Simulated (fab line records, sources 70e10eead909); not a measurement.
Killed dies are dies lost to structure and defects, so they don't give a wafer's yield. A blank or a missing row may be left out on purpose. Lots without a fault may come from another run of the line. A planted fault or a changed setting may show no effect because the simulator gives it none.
fab line records | flow nand_harc
record lots=7 wafers=21 last_day=33
route steps=1302 shown A_CHANNEL_HOLE_D2@584
lots that met no fault: from a run of the same line without faults
start_h: hours from the record's first day to the start of the lot's first wafer shown | wait_h: hours since the lot's step before | " the same as in the row above | L1.1+2: a row that stands for several wafers | - no value, or no start given | * or withheld: withheld | < > ~ a bound
route shown NAME@n: a module of which the file shows steps, and the number in the route of the first | usual: mean/standard deviation of fault-free wafers | same: alike in all rows | chamber/n: place in a boat | sites: the reading at each site | _std_site: their standard deviation | _edge_site: outer sites' mean less inner sites' | radius_mm: how far each site lies from the wafer's centre | mask NAME#n: copy n | behind: the tool/chamber that last shaped the wafer | hold: why the lot was held/for how many hours/how that ended | device: the transistor (n, p or np) that didn't switch | end of line: the same wafers' tests at the end of the route | a step without rows: its recipe alone | killed: dies lost to structure and defects at the first sort, not the wafer's yield | map: a wafer's dies, x killed, . not, _ none there
set.NAME: the setting as run; set.NAME@STEP: as run at that earlier step | model.NAME: the simulator's own value behind a step, which no gauge read
lots at some steps of the route; a table a step, a row a wafer
services: from which hour (start_h, from the record's first day; less than 0 if before it) a tool's chamber was out of use, for how many hours, and why
## steps
# step NHARC_A_CHANNEL_HOLE_D2_INSPECT_12
# usual raw_defect_count=33/23
# columns lot.wafer tool chamber start_h wait_h raw_defect_count
L362.1 defect_inspect-01 - 407.53 0.0 51
L362.3 " - " " 43
L362.5 " - " " 50
L364.3 defect_inspect-02 - 408.55 0.0 67
L364.4 " - " " 58
L364.5 " - " " 51
L363.1 defect_inspect-01 - 409.14 0.0 4
L363.2 " - " " 7
L363.4 " - " " 9
L369.3 defect_inspect-01 - 452.63 0.0 60
L369.5 " - " " 55
L369.6 " - " " 52
L371.1 defect_inspect-01 - 475.59 0.0 61
L371.2 " - " " 55
L371.3 " - " " 48
L370.4 defect_inspect-02 - 475.95 0.0 15
L370.5 " - " " 11
L370.6 " - " " 17
L374.3 defect_inspect-01 - 522.06 0.0 10
L374.4 " - " " 3
L374.5 " - " " 7
# step NHARC_A_CHANNEL_HOLE_D2_DESCUM_15
# recipe time_s=3 o2_flow_sccm=200 ar_flow_sccm=0 bias_power_w=0 chemistry=O2
# step NHARC_A_CHANNEL_HOLE_D2_ETCH_38
# recipe target_depth_a=390 over_etch_frac=0.3 time_s=65 ion_energy_ev=80 cf4_flow_sccm=150 ar_flow_sccm=0 rf_w=300 bias_w=100 chemistry=CF4
# step NHARC_A_CHANNEL_HOLE_D2_ETCH_39
# recipe target_depth_a=2600 over_etch_frac=0.3 time_s=325 ion_energy_ev=200 n2_flow_sccm=150 h2_flow_sccm=150 ar_flow_sccm=0 rf_w=400 bias_w=150 chemistry=N2/H2
# step NHARC_A_CHANNEL_HOLE_D2_ETCH_34
# recipe target_depth_a=1540 time_s=77 cf4_flow_sccm=100 chf3_flow_sccm=30 ar_flow_sccm=0 rf_w=500 bias_w=200 chemistry=CF4/CHF3
# step NHARC_A_CHANNEL_HOLE_D2_ETCH_16
# recipe target_depth_a=31000 over_etch_frac=0.3 time_s=806 ion_energy_ev=150 o2_flow_sccm=400 cos_flow_sccm=20 ar_flow_sccm=0 rf_w=500 bias_w=300 chemistry=O2/COS
# step NHARC_A_CHANNEL_HOLE_D2_CD_MEAS_18
# usual cd_nm=99.5/2.2
# columns lot.wafer tool chamber start_h wait_h cd_nm
L362.1 cd_sem-02 - 408.69 - 98.9
L362.3 " - " " 98.8
L362.5 " - " " 101.9
L364.3 cd_sem-01 - 409.93 - 99.5
L364.4 " - " " 99.6
L364.5 " - " " 98.8
L363.1 cd_sem-03 - 410.52 - 99.5
L363.2 " - " " 102.4
L363.4 " - " " 103.6
L369.3 cd_sem-02 - 454.00 - 96.0
L369.5 " - " " 99.3
L369.6 " - " " 96.7
L371.1 cd_sem-02 - 476.96 - 98.2
L371.2 " - " " 102.3
L371.3 " - " " 100.4
L370.4 cd_sem-01 - 477.12 - 97.2
L370.5 " - " " 96.8
L370.6 " - " " 98.6
L374.3 cd_sem-02 - 523.44 - 99.6
L374.4 " - " " 98.4
L374.5 " - " " 99.6
# step NHARC_A_CHANNEL_HOLE_D2_ETCH_19
# recipe bias_v=1200 source_w=2500 pressure_mtorr=15 time_s=34.5 ar_flow_sccm=375 c4f8_flow_sccm=28.8 o2_flow_sccm=96.2 temp_c=-20 target_depth_a=* chemistry=C4F8/O2/Ar
# usual bias_v=1200/13 c4f8_flow_sccm=28.80/0.085 drypump_motor_current_A=5.6/0.44 oes_air_line_au=0.997/0.02 showerhead_plenum_p_Torr=3.70/0.054 throttle_valve_pct=37.037/0.0093
# same time_s=34.5
# columns lot.wafer tool chamber start_h wait_h bias_v c4f8_flow_sccm drypump_motor_current_A oes_air_line_au rf_hours_counter_h showerhead_plenum_p_Torr throttle_valve_pct
L362.1 har_etch-02 1 412.65 4.0 1178 28.79 5.4 0.977 8 3.74 37.026
L362.3 " 1 " " 1197 28.84 5.4 0.999 - 3.74 37.028
L362.5 " 1 " " 1194 28.83 5.4 1.004 - 3.74 37.054
L364.4 har_etch-01 1 413.18 3.2 1192 28.70 5.1 0.992 - 3.62 37.035
L364.3 " 0 " " 1198 28.89 5.7 0.983 - 3.70 37.026
L364.5 " 0 " " 1187 28.84 5.7 0.955 - 3.70 37.035
L363.2 har_etch-02 1 416.81 6.3 1201 28.76 5.4 1.008 11 3.74 37.040
L363.1 " 0 " " 1212 28.81 6.3 1.042 11 3.74 37.042
L363.4 " 0 " " 1196 28.79 6.3 1.005 - 3.74 37.053
L369.3 har_etch-01 0 454.48 0.5 1204 28.80 5.7 0.991 - 3.69 37.026
L369.5 " 1 " " 1189 28.64 5.1 0.984 - 3.61 37.038
L369.6 " 0 " " 1201 28.95 5.7 1.018 - 3.69 37.051
L371.2 har_etch-02 1 477.04 0.1 1202 28.75 5.5 0.980 50 3.72 37.029
L371.1 " 0 " " 1193 28.79 6.4 0.982 50 3.72 37.037
L371.3 " 0 " " 1196 28.68 6.4 0.990 - 3.72 37.035
L370.4 har_etch-01 0 480.18 3.1 1200 28.76 5.7 0.988 - 3.68 37.044
L370.5 " 1 " " 1213 28.82 5.1 1.023 - 3.60 37.050
L370.6 " 0 " " 1207 28.78 5.7 1.012 - 3.68 37.034
L374.4 har_etch-01 1 527.18 3.7 1212 28.76 5.1 0.969 - 3.59 37.025
L374.3 " 0 " " 1195 28.83 5.6 0.951 - 3.67 37.041
L374.5 " 0 " " 1181 28.82 5.7 1.015 - 3.67 37.033
# step NHARC_A_CHANNEL_HOLE_D2_ETCH_20
# recipe bias_v=3000 source_w=withheld pressure_mtorr=20 time_s=361.9 ar_flow_sccm=375 c4f8_flow_sccm=89.3 o2_flow_sccm=35.7 temp_c=-20 target_depth_a=16000 chemistry=C4F8/O2/Ar
# step NHARC_A_CHANNEL_HOLE_D2_ETCH_21
# recipe bias_v=3000 source_w=withheld pressure_mtorr=20 time_s=514.3 ar_flow_sccm=375 c4f8_flow_sccm=89.3 o2_flow_sccm=35.7 temp_c=-20 target_depth_a=16000 chemistry=C4F8/O2/Ar
# step NHARC_A_CHANNEL_HOLE_D2_ETCH_22
# recipe bias_v=3000 source_w=withheld pressure_mtorr=20 time_s=666.7 ar_flow_sccm=375 c4f8_flow_sccm=89.3 o2_flow_sccm=35.7 temp_c=-20 target_depth_a=16000 chemistry=C4F8/O2/Ar
# usual c4f8_flow_sccm=89.32/0.27 chamber_pressure_mTorr=20.000/0.018 drypump_motor_current_A=5.6/0.44 oes_air_line_au=1.000/0.021 showerhead_plenum_p_Torr=3.66/0.052 throttle_valve_pct=32.155/0.008
# same time_s=666.7
# columns lot.wafer tool chamber start_h wait_h c4f8_flow_sccm chamber_pressure_mTorr drypump_motor_current_A oes_air_line_au rf_hours_counter_h showerhead_plenum_p_Torr throttle_valve_pct
L362.1 har_etch-02 1 413.51 0.4 89.15 19.988 5.4 1.004 8 3.70 32.139
L362.3 " 1 " " 89.07 20.020 5.5 1.020 - 3.70 32.155
L362.5 " 1 " " 89.49 20.000 5.4 1.021 - 3.70 32.157
L364.4 har_etch-01 1 414.20 0.4 89.56 19.982 5.1 0.991 - 3.58 32.162
L364.3 " 0 " " 89.35 20.016 5.7 0.998 - 3.66 32.142
L364.5 " 0 " " 89.13 20.005 5.7 1.002 - 3.66 32.163
L363.2 har_etch-02 1 417.69 0.4 88.65 19.965 5.5 0.995 12 3.69 32.159
L363.1 " 0 " " 89.21 20.035 6.3 0.975 12 3.70 32.155
L363.4 " 0 " " 89.29 20.006 6.3 0.994 - 3.70 32.153
L369.3 har_etch-01 0 455.58 0.4 89.99 20.000 5.7 0.978 - 3.65 32.136
L369.5 " 1 " " 89.14 20.017 5.1 1.025 - 3.57 32.168
L369.6 " 0 " " 89.61 19.995 5.7 0.983 - 3.65 32.155
L371.2 har_etch-02 1 477.90 0.4 89.20 19.992 5.4 1.029 51 3.67 32.164
L371.1 " 0 " " 89.40 20.014 6.3 1.021 51 3.67 32.162
L371.3 " 0 " " 89.54 19.993 6.3 1.016 - 3.67 32.151
L370.4 har_etch-01 0 481.27 0.4 89.72 20.016 5.7 1.038 - 3.64 32.162
L370.5 " 1 " " 89.35 20.006 5.2 0.935 - 3.56 32.153
L370.6 " 0 " " 89.64 20.013 5.7 1.048 - 3.64 32.152
L374.4 har_etch-01 1 528.21 0.4 89.21 19.991 5.1 0.979 - 3.55 32.145
L374.3 " 0 " " 88.80 19.978 5.7 0.992 - 3.63 32.146
L374.5 " 0 " " 88.76 20.000 5.7 0.980 - 3.63 32.168
# step NHARC_A_CHANNEL_HOLE_D2_ETCH_23
# recipe bias_v=5000 source_w=withheld pressure_mtorr=20 time_s=819 ar_flow_sccm=375 c4f8_flow_sccm=89.3 o2_flow_sccm=35.7 temp_c=-20 target_depth_a=16000 chemistry=C4F8/O2/Ar
# usual c4f8_flow_sccm=89.28/0.26 chamber_pressure_mTorr=20.000/0.018 drypump_motor_current_A=5.6/0.44 oes_air_line_au=1.000/0.018 showerhead_plenum_p_Torr=3.66/0.052 throttle_valve_pct=32.155/0.0096
# same time_s=819
# columns lot.wafer tool chamber start_h wait_h c4f8_flow_sccm chamber_pressure_mTorr drypump_motor_current_A oes_air_line_au rf_hours_counter_h showerhead_plenum_p_Torr throttle_valve_pct
L362.1 har_etch-02 1 414.07 0.5 88.93 19.978 5.4 0.998 9 3.70 32.171
L362.3 " 1 " " 89.93 20.020 5.4 1.035 - 3.70 32.140
L362.5 " 1 " " 89.09 19.976 5.4 1.032 - 3.70 32.142
L364.4 har_etch-01 1 414.81 0.5 89.35 20.013 5.1 1.008 - 3.58 32.147
L364.3 " 0 " " 89.16 19.965 5.7 1.022 - 3.66 32.172
L364.5 " 0 " " 89.30 19.963 5.7 0.993 - 3.66 32.164
L363.2 har_etch-02 1 418.26 0.5 89.01 20.014 5.4 0.964 13 3.70 32.163
L363.1 " 0 " " 89.05 19.988 6.3 0.975 13 3.70 32.149
L363.4 " 0 " " 89.23 19.995 6.3 0.971 - 3.70 32.174
L369.3 har_etch-01 0 456.21 0.5 89.63 19.961 5.7 1.014 - 3.65 32.159
L369.5 " 1 " " 89.37 19.993 5.1 1.004 - 3.57 32.150
L369.6 " 0 " " 89.36 19.994 5.7 1.005 - 3.65 32.150
L371.2 har_etch-02 1 478.47 0.5 88.94 20.045 5.4 1.030 51 3.67 32.140
L371.1 " 0 " " 89.19 20.007 6.3 0.998 51 3.67 32.134
L371.3 " 0 " " 89.27 19.999 6.3 1.001 - 3.67 32.146
L370.4 har_etch-01 0 481.91 0.5 89.21 20.002 5.7 1.006 - 3.64 32.161
L370.5 " 1 " " 89.52 20.001 5.1 0.988 - 3.56 32.168
L370.6 " 0 " " 89.16 20.020 5.7 0.987 - 3.64 32.157
L374.4 har_etch-01 1 528.84 0.5 89.46 20.011 5.1 1.004 - 3.55 32.163
L374.3 " 0 " " 89.17 19.977 5.7 0.993 - 3.63 32.145
L374.5 " 0 " " 89.31 19.976 5.7 0.980 - 3.63 32.158
# step NHARC_A_CHANNEL_HOLE_D2_ETCH_24
# recipe bias_v=5000 source_w=withheld pressure_mtorr=20 time_s=906.2 ar_flow_sccm=375 c4f8_flow_sccm=93.8 o2_flow_sccm=31.2 temp_c=-20 target_depth_a=15000 chemistry=C4F8/O2/Ar
# usual c4f8_flow_sccm=93.84/0.29 chamber_pressure_mTorr=19.999/0.018 drypump_motor_current_A=5.6/0.44 oes_air_line_au=1.001/0.021 showerhead_plenum_p_Torr=3.65/0.052 throttle_valve_pct=32.236/0.0097 time_s=906.2/0
# columns lot.wafer tool chamber start_h wait_h c4f8_flow_sccm chamber_pressure_mTorr drypump_motor_current_A oes_air_line_au rf_hours_counter_h showerhead_plenum_p_Torr throttle_valve_pct time_s
L362.1 har_etch-02 1 414.76 0.6 - - - - - - - -
L362.3 " 1 " " - - - - - - - -
L362.5 " 1 " " - - - - - - - -
L364.4 har_etch-01 1 415.53 0.6 - - - - - - - -
L364.3 " 0 " " - - - - - - - -
L364.5 " 0 " " - - - - - - - -
L363.2 har_etch-02 1 418.96 0.6 - - - - - - - -
L363.1 " 0 " " - - - - - - - -
L363.4 " 0 " " - - - - - - - -
L369.3 har_etch-01 0 456.95 0.6 93.85 20.009 5.7 1.028 - 3.64 32.250 906.2
L369.5 " 1 " " 93.72 19.958 5.1 1.039 - 3.57 32.241 906.2
L369.6 " 0 " " 93.38 19.977 5.7 1.005 - 3.64 32.251 906.2
L371.2 har_etch-02 1 479.17 0.6 93.61 20.036 5.4 1.026 52 3.67 32.248 906.2
L371.1 " 0 " " 94.41 19.980 6.4 1.025 52 3.67 32.234 906.2
L371.3 " 0 " " 94.46 19.985 6.3 1.004 - 3.67 32.227 906.2
L370.4 har_etch-01 0 482.64 0.6 93.48 19.988 5.7 0.982 - 3.63 32.238 906.2
L370.5 " 1 " " 94.04 20.007 5.1 1.044 - 3.56 32.227 906.2
L370.6 " 0 " " 93.47 20.005 5.7 0.959 - 3.63 32.228 906.2
L374.4 har_etch-01 1 529.56 0.6 93.93 19.977 5.2 0.973 - 3.54 32.236 906.2
L374.3 " 0 " " 93.31 20.003 5.7 0.986 - 3.62 32.233 906.2
L374.5 " 0 " " 93.60 19.996 5.7 0.990 - 3.62 32.209 906.2
# step NHARC_A_CHANNEL_HOLE_D2_ETCH_25
# recipe bias_v=5000 source_w=withheld pressure_mtorr=20 time_s=1040.2 ar_flow_sccm=375 c4f8_flow_sccm=93.8 o2_flow_sccm=31.2 temp_c=-20 target_depth_a=15000 chemistry=C4F8/O2/Ar
# step NHARC_A_CHANNEL_HOLE_D2_ETCH_26
# recipe bias_v=300 source_w=2000 pressure_mtorr=30 time_s=224.1 ar_flow_sccm=375 c4f8_flow_sccm=11.4 o2_flow_sccm=113.6 temp_c=-20 target_depth_a=3000 chemistry=C4F8/O2/Ar
# usual bias_v=300/3.1 c4f8_flow_sccm=11.40/0.033 drypump_motor_current_A=5.6/0.45 oes_air_line_au=1.001/0.021 showerhead_plenum_p_Torr=3.70/0.055 throttle_valve_pct=24.584/0.0097
# same time_s=224.1
# columns lot.wafer tool chamber start_h wait_h bias_v c4f8_flow_sccm drypump_motor_current_A oes_air_line_au rf_hours_counter_h showerhead_plenum_p_Torr throttle_valve_pct
L362.1 har_etch-02 1 416.42 0.7 299 11.46 5.4 1.006 11 3.74 24.589
L362.3 " 1 " " 304 11.46 5.4 0.984 - 3.74 24.579
L362.5 " 1 " " 304 11.42 5.5 1.004 - 3.74 24.582
L364.4 har_etch-01 1 416.97 0.5 295 11.38 5.1 1.029 - 3.62 24.573
L364.3 " 0 " " 297 11.42 5.7 1.023 - 3.70 24.588
L364.5 " 0 " " 300 11.38 5.7 1.027 - 3.70 24.589
L363.2 har_etch-02 1 420.60 0.7 301 11.40 5.4 1.009 15 3.74 24.595
L363.1 " 0 " " 301 11.38 6.3 0.944 15 3.74 24.583
L363.4 " 0 " " 302 11.38 6.4 0.992 - 3.74 24.593
L369.3 har_etch-01 0 458.31 0.4 297 11.39 5.7 0.975 - 3.69 24.575
L369.5 " 1 " " 296 11.40 5.1 0.964 - 3.61 24.578
L369.6 " 0 " " 305 11.43 5.7 0.972 - 3.69 24.586
L371.2 har_etch-02 1 480.81 0.7 304 11.36 5.4 0.993 53 3.72 24.597
L371.1 " 0 " " 302 11.40 6.3 0.988 53 3.72 24.585
L371.3 " 0 " " 303 11.43 6.3 0.961 - 3.72 24.572
L370.4 har_etch-01 0 483.98 0.4 303 11.39 5.7 1.011 - 3.68 24.585
L370.5 " 1 " " 297 11.41 5.1 0.970 - 3.60 24.582
L370.6 " 0 " " 299 11.38 5.7 1.021 - 3.68 24.597
L374.4 har_etch-01 1 531.00 0.5 302 11.40 5.1 1.024 - 3.58 24.591
L374.3 " 0 " " 299 11.41 5.7 0.999 - 3.67 24.588
L374.5 " 0 " " 301 11.43 5.7 1.047 - 3.67 24.586
# step NHARC_A_CHANNEL_HOLE_D2_ETCH_27
# recipe bias_v=400 source_w=2000 pressure_mtorr=25 time_s=90 ar_flow_sccm=375 c4f8_flow_sccm=41.7 o2_flow_sccm=83.3 temp_c=-20 target_depth_a=4000 chemistry=C4F8/O2/Ar
# usual bias_v=400/3.7 c4f8_flow_sccm=41.68/0.12 drypump_motor_current_A=5.6/0.44 oes_air_line_au=0.999/0.021 showerhead_plenum_p_Torr=3.70/0.054 throttle_valve_pct=27.619/0.0085
# same time_s=90
# columns lot.wafer tool chamber start_h wait_h bias_v c4f8_flow_sccm drypump_motor_current_A oes_air_line_au rf_hours_counter_h showerhead_plenum_p_Torr throttle_valve_pct
L362.1 har_etch-02 1 416.62 0.2 403 41.73 5.4 0.983 11 3.74 27.621
L362.3 " 1 " " 400 41.72 5.4 0.934 - 3.74 27.633
L362.5 " 1 " " 401 41.67 5.4 0.963 - 3.74 27.613
L364.4 har_etch-01 1 417.17 0.2 400 41.76 5.1 0.993 - 3.62 27.607
L364.3 " 0 " " 400 41.71 5.7 0.981 - 3.70 27.626
L364.5 " 0 " " 406 41.52 5.7 0.999 - 3.70 27.616
L363.2 har_etch-02 1 420.80 0.2 396 42.02 5.4 0.977 15 3.73 27.616
L363.1 " 0 " " 402 41.65 6.3 1.046 15 3.73 27.619
L363.4 " 0 " " 409 41.91 6.3 1.024 - 3.73 27.620
L369.3 har_etch-01 0 458.50 0.2 401 41.78 5.6 0.999 - 3.69 27.628
L369.5 " 1 " " 402 41.76 5.1 1.009 - 3.60 27.612
L369.6 " 0 " " 399 41.71 5.7 1.044 - 3.69 27.631
L371.2 har_etch-02 1 481.01 0.2 401 41.75 5.5 0.985 54 3.71 27.629
L371.1 " 0 " " 399 41.63 6.3 0.971 54 3.71 27.622
L371.3 " 0 " " 402 41.56 6.3 1.005 - 3.71 27.626
L370.4 har_etch-01 0 484.17 0.2 403 41.67 5.7 1.016 - 3.67 27.627
L370.5 " 1 " " 399 41.44 5.1 1.027 - 3.59 27.611
L370.6 " 0 " " 406 41.74 5.7 0.997 - 3.67 27.617
L374.4 har_etch-01 1 531.20 0.2 403 41.61 5.1 0.981 - 3.58 27.625
L374.3 " 0 " " 398 41.73 5.7 0.975 - 3.66 27.626
L374.5 " 0 " " 396 41.70 5.7 1.016 - 3.66 27.601
# step NHARC_A_CHANNEL_HOLE_D2_STRIP_41
# recipe n2_flow_sccm=150 h2_flow_sccm=150 ar_flow_sccm=0 bias_w=0 chemistry=N2/H2
# step NHARC_A_CHANNEL_HOLE_D2_STRIP_42
# recipe cf4_flow_sccm=100 chf3_flow_sccm=30 ar_flow_sccm=0 bias_w=0 chemistry=CF4/CHF3
# step NHARC_A_CHANNEL_HOLE_D2_STRIP_43
# recipe o2_flow_sccm=400 cos_flow_sccm=20 ar_flow_sccm=0 bias_w=0 chemistry=O2/COS
# step NHARC_A_CHANNEL_HOLE_D2_ETCH_44
# recipe target_depth_a=1400 overetch_a=140 time_s=77 ion_energy_ev=100 cf4_flow_sccm=80 o2_flow_sccm=20 ar_flow_sccm=0 rf_w=300 bias_w=100 chemistry=CF4/O2
# usual bias_w=99.98/0.3 cf4_flow_sccm=80.00/0.22 drypump_motor_current_A=5.8/0.61 oes_product_au=1.001/0.0092 rf_vpp_V=197.8/1.4 showerhead_plenum_p_Torr=1.34/0.047 throttle_valve_pct=13.398/0.0095
# same time_s=77
# columns lot.wafer tool chamber start_h wait_h bias_w cf4_flow_sccm drypump_motor_current_A oes_product_au rf_hours_counter_h rf_vpp_V showerhead_plenum_p_Torr throttle_valve_pct model.A_CHANNEL_HOLE_D2.cd_nm
L362.3 rie_diel-11 2 417.37 0.1 99.89 79.79 5.4 0.991 7.3 196.6 1.28 13.394 98.62
L362.1 " 3 " " 99.68 80.15 5.7 1.020 7.6 197.8 1.26 13.399 98.66
L362.5 " 2 " " 100.50 79.76 5.4 0.993 - 196.2 1.28 13.390 101.9
L364.4 rie_diel-09 0 417.87 0.1 100.38 80.32 6.5 1.014 4.3 197.6 1.30 13.385 99.41
L364.3 " 1 " " 100.08 79.92 6.1 0.997 2.8 196.2 1.35 13.391 99.6
L364.5 " 3 " " 100.26 80.21 5.4 1.007 - 196.6 1.32 13.409 98.56
L363.4 rie_diel-09 2 421.54 0.0 99.91 79.56 6.4 1.002 4.2 198.0 1.34 13.388 103.4
L363.1 " 0 " " 100.08 79.56 6.5 1.015 4.6 197.5 1.30 13.408 99.3
L363.2 " 1 " " 100.37 79.77 6.1 1.008 3.0 197.9 1.35 13.409 102.6
L369.3 rie_diel-06 3 459.17 0.1 100.04 80.00 4.8 0.999 7.6 197.0 1.38 13.406 89.39
L369.6 " 2 " " 99.74 80.04 6.2 1.009 - 197.1 1.27 13.390 89.74
L369.5 " 3 " " 99.93 79.68 4.8 0.998 - 198.0 1.38 13.416 88.14
L371.3 rie_diel-09 3 481.76 0.0 99.59 79.62 5.4 1.007 7.6 197.3 1.32 13.400 88.24
L371.1 " 1 " " 100.29 79.79 6.1 1.003 6.4 198.6 1.35 13.417 89.38
L371.2 " 2 " " 99.45 79.68 6.4 0.992 6.5 200.3 1.35 13.401 89.66
L370.4 rie_diel-09 2 484.83 0.1 100.11 80.04 6.4 0.996 6.6 198.6 1.34 13.421 92.18
L370.5 " 2 " " 99.54 80.21 6.4 1.003 - 197.4 1.34 13.398 88.6
L370.6 " 3 " " 100.62 80.04 5.4 1.010 - 197.4 1.32 13.389 90.06
L374.4 rie_diel-09 2 531.88 0.1 99.86 80.06 6.4 0.984 0.9 200.2 1.34 13.411 91.81
L374.3 " 3 " " 99.87 79.80 5.4 1.017 1.6 197.1 1.32 13.385 90.7
L374.5 " 2 " " 99.96 79.64 6.4 0.980 - 198.9 1.34 13.409 92.02
# step NHARC_A_CHANNEL_HOLE_D2_STRIP_28
# recipe o2_flow_sccm=500 ar_flow_sccm=0 bias_w=0 chemistry=O2
# step NHARC_A_CHANNEL_HOLE_D2_PRECLEAN_29
# recipe time_s=* temp_c=50 bath_age_min=0 chemistry=SC1
# step NHARC_A_CHANNEL_HOLE_D2_SRD_30
# step NHARC_A_CHANNEL_HOLE_D2_CD_MEAS_31
# usual cd_nm=89.8/1.3
# columns lot.wafer tool chamber start_h wait_h cd_nm
L362.1 cd_sem-01 - 418.17 - 0.5
L362.3 " - " " 0.3
L362.5 " - " " 0.1
L364.3 cd_sem-03 - 418.65 - -0.1
L364.4 " - " " 0.1
L364.5 " - " " 1.4
L363.1 cd_sem-03 - 422.35 - 0.3
L363.2 " - " " 0.5
L363.4 " - " " 0.8
L369.3 cd_sem-02 - 460.00 0.1 89.9
L369.5 " - " " 88.7
L369.6 " - " " 89.8
L371.1 cd_sem-03 - 482.66 0.1 88.2
L371.2 " - " " 89.7
L371.3 " - " " 88.6
L370.4 cd_sem-01 - 485.63 - 91.9
L370.5 " - " " 88.5
L370.6 " - " " 89.6
L374.3 cd_sem-02 - 532.68 - 90.1
L374.4 " - " " 91.9
L374.5 " - " " 91.5
# step NHARC_A_CHANNEL_HOLE_D2_XSEM_32
# recipe landing_energy_ev=35000
# usual bot_cd_nm=74.3/1.4 bow_nm=8.67/0.19 tilt_deg=0.07/0.035
# same landing_energy_ev=35000
# columns lot.wafer tool chamber start_h wait_h bot_cd_nm bow_nm tilt_deg
L362.1 xsem-02 0 418.26 0.1 0.2 0.58 0.04
L362.3 " 0 " " 0.1 0.57 0.04
L362.5 " 0 " " 0.0 0.57 0.04
L364.3 xsem-01 0 418.74 0.1 0.0 0.34 0.06
L364.4 " 0 " " 0.0 0.34 0.06
L364.5 " 0 " " 0.0 0.34 0.06
L363.1 xsem-02 0 422.45 0.1 0.0 0.70 0.03
L363.2 " 0 " " 0.1 0.70 0.03
L363.4 " 0 " " 0.6 0.70 0.03
L369.3 xsem-01 0 460.09 0.1 74.7 8.44 0.01
L369.5 " 0 " " 73.4 8.48 0.01
L369.6 " 0 " " 74.8 8.47 0.01
L371.1 xsem-02 0 482.77 0.1 74.0 8.85 0.07
L371.2 " 0 " " 74.8 8.91 0.07
L371.3 " 0 " " 74.2 8.88 0.07
L370.4 xsem-01 0 485.72 0.1 76.4 8.70 0.07
L370.5 " 0 " " 73.1 8.66 0.07
L370.6 " 0 " " 74.7 8.69 0.07
L374.3 xsem-02 0 532.78 0.1 74.5 8.55 0.05
L374.4 " 0 " " 76.6 8.46 0.05
L374.5 " 0 " " 76.3 8.54 0.04
# step NHARC_A_CHANNEL_HOLE_D2_INSPECT_40
# usual raw_defect_count=278/85
# columns lot.wafer tool chamber start_h wait_h raw_defect_count
L362.1 defect_inspect-02 - 418.36 - 248
L362.3 " - " " 248
L362.5 " - " " 207
L364.3 defect_inspect-02 - 418.83 - 257
L364.4 " - " " 326
L364.5 " - " " 235
L363.1 defect_inspect-02 - 422.54 - 224
L363.2 " - " " 513
L363.4 " - " " 409
L369.3 defect_inspect-02 - 460.18 - 288
L369.5 " - " " 335
L369.6 " - " " 368
L371.1 defect_inspect-01 - 482.86 - 178
L371.2 " - " " 245
L371.3 " - " " 183
L370.4 defect_inspect-02 - 485.81 - 336
L370.5 " - " " 434
L370.6 " - " " 188
L374.3 defect_inspect-02 - 532.87 - 363
L374.4 " - " " 287
L374.5 " - " " 356
## services
# columns tool chamber start_h hours kind
rie_diel-09 - 389.95 12.7 repair
har_etch-02 0 394.00 - clean
har_etch-02 0 394.00 - consumable_replace:focus_ring
har_etch-02 1 394.00 - clean
har_etch-02 1 394.00 - consumable_replace:focus_ring
rie_diel-11 2 394.70 2.8 repair
rie_diel-06 2 405.22 15.9 repair
rie_diel-11 0 420.12 22.7 repair
rie_diel-09 0 426.60 - clean
rie_diel-09 1 426.60 - clean
rie_diel-09 2 426.60 - clean
rie_diel-09 3 426.60 - clean
rie_diel-11 - 432.50 9.0 pm
rie_diel-09 2 447.16 8.6 repair
rie_diel-09 0 451.10 - clean
rie_diel-09 1 451.10 - clean
rie_diel-09 3 451.10 - clean
rie_diel-06 1 468.04 6.4 repair
rie_diel-11 1 474.23 6.2 repair
rie_diel-09 0 475.60 - clean
rie_diel-09 1 475.60 - clean
rie_diel-06 - 484.25 9.0 pm
rie_diel-09 - 497.13 9.0 pm
rie_diel-06 0 521.90 2.6 repair
## key
first_sign step=NHARC_A_CHANNEL_HOLE_D2_ETCH_24 reading=tool_record direction=missing
effect step=NHARC_A_CHANNEL_HOLE_D2_CD_MEAS_31 reading=cd_nm direction=down sigmas=69 usual=89.8 struck=0.4
effect step=NHARC_A_CHANNEL_HOLE_D2_XSEM_32 reading=bot_cd_nm direction=down sigmas=54 usual=74.3 struck=0.1
model_effect step=NHARC_A_CHANNEL_HOLE_D2_ETCH_44 value=A_CHANNEL_HOLE_D2.cd_nm without=89.83 struck=100.2
met_at NHARC_A_CHANNEL_HOLE_D2_ETCH_24
struck_wafers L362.1,L362.3,L362.5,L363.1,L363.2,L363.4,L364.3,L364.4,L364.5
later_rows_left_out L362.1,L362.3,L362.5,L363.1,L363.2,L363.4,L364.3,L364.4,L364.5
sort_left_out L362.1,L362.3,L362.5,L363.1,L363.2,L363.4,L364.3,L364.4,L364.5
tester_left_out L362,L363,L364
fault kind=skipped_step_whole tool=har_etch-01,har_etch-02 chamber=- onset_h=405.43 steps=NHARC_A_CHANNEL_HOLE_D2_ETCH_24 scope=struck_lots_only
# tester_left_out: of these lots the tester's yield and bins aren't shown, on N5 and GAA mostly nor the transistor test; their killed dies are dies lost to structure and defects alone, not to doping, threshold or leakage, so they don't give the yield
# sort_left_out: the simulated sort isn't trusted on such a fault, so these wafers' sort isn't shown, and their yield isn't known
# later_rows_left_out: the simulator's readings of these wafers behind a module that went badly wrong aren't trusted and aren't shown, but for the sort
